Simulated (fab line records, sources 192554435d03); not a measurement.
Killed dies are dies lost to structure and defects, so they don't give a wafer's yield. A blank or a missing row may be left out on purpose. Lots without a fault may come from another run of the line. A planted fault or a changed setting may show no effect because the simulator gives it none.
Problem report in the 8D (eight disciplines) form, filled by code | flow n5_finfet | the parts of the form that need people (team, actions taken, sign-off) are left out

1. THE PROBLEM
run_length_s at N5_BEOL_M5_CVD_47 reads a mean of 179.5 s on 2 wafers of 2 lots; wafers without a fault read 238.8 s with a standard deviation of 0.4. That is -99 or more standard deviations from the usual mean.
The step: deposits Co from CCTBA/H2, target thk 3 nm, time 216 s.
First seen on wafer L838.6, day 12 08:55, on cvd_co-01. The record holds 30 wafers of 10 lots with a number at this step. Rule for "out", or "out of limits": more than 4 standard deviations from the usual mean. The other wafers with a number count as sound.

2. WHAT IT IS AND WHAT IT IS NOT
question                    | is                | is not
which readings at this step | run_length_s      | -
which lots                  | L838, L839        | L823, L824, L831, L832, L834, L841, L842, L843
which wafers of those lots  | L838.6, L839.4    | L838.1, L838.2, L839.1, L839.2
read on which tools         | cvd_co-01         | cvd_co-02
when                        | from day 12 08:55 | up to then (17 sound wafers); but 11 sound wafers of L839, L841, L842, L843 came after

3. SUSPECTS, AND WHAT RULES EACH OUT
Counting: a tool at a process step up to the reading stays a suspect if it ran every lot that is out. Sound lots after the first of them don't rule it out here, since some wafers of a struck lot are sound.
- rie_diel-04 at N5_BEOL_M5_VIA_ETCH_34 (etches SiCOH lowk in C4F6/O2, target depth 88.3 nm, time 39.2 s): kept. It ran every lot that is out, first L838 (day 12 05:36); its last sound lot up to then is L832 (day 10 19:07).
- rie_diel-04 at N5_BEOL_M5_STRIP_36 (strips in N2/H2): kept. It ran every lot that is out, first L838 (day 12 05:39); its last sound lot up to then is L832 (day 10 19:10).
- cvd_co-01 at N5_BEOL_M5_CVD_47 (deposits Co from CCTBA/H2, target thk 3 nm, time 216 s): kept. It ran every lot that is out, first L838 (day 12 08:55); its last sound lot up to then is L834 (day 11 15:17). Its own readings are out on those wafers: run_length_s.
Left after counting: rie_diel-04 at N5_BEOL_M5_VIA_ETCH_34, rie_diel-04 at N5_BEOL_M5_STRIP_36, cvd_co-01 at N5_BEOL_M5_CVD_47.

4. THE CAUSE (what the simulator had put in)
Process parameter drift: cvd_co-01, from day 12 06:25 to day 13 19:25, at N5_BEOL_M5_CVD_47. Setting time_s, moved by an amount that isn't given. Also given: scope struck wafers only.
Counting left 3 suspects, and this tool is among them.

5. THE CHAIN OF EFFECTS, in route order
Each row: a reading whose mean over the struck wafers that have a number lies more than 3 standard deviations from the usual. Only readings for which the record gives a usual standard deviation are gone through. hours: the time from each lot's start at the first step in this table that gives one to its start at this step, as a median over the lots. sigmas: the change in usual standard deviations.
hours | step              | reading      | usual   | on struck wafers | change | sigmas
0     | N5_BEOL_M5_CVD_47 | run_length_s | 238.8 s | 179.5            | -59.3  | -99 or more
The process steps in it:
- N5_BEOL_M5_CVD_47: deposits Co from CCTBA/H2, target thk 3 nm, time 216 s.

6. WHAT WOULD HAVE CAUGHT IT SOONER
In this record the first reading out of limits was taken at day 12 08:55, 2 hours after the fault began at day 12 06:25.
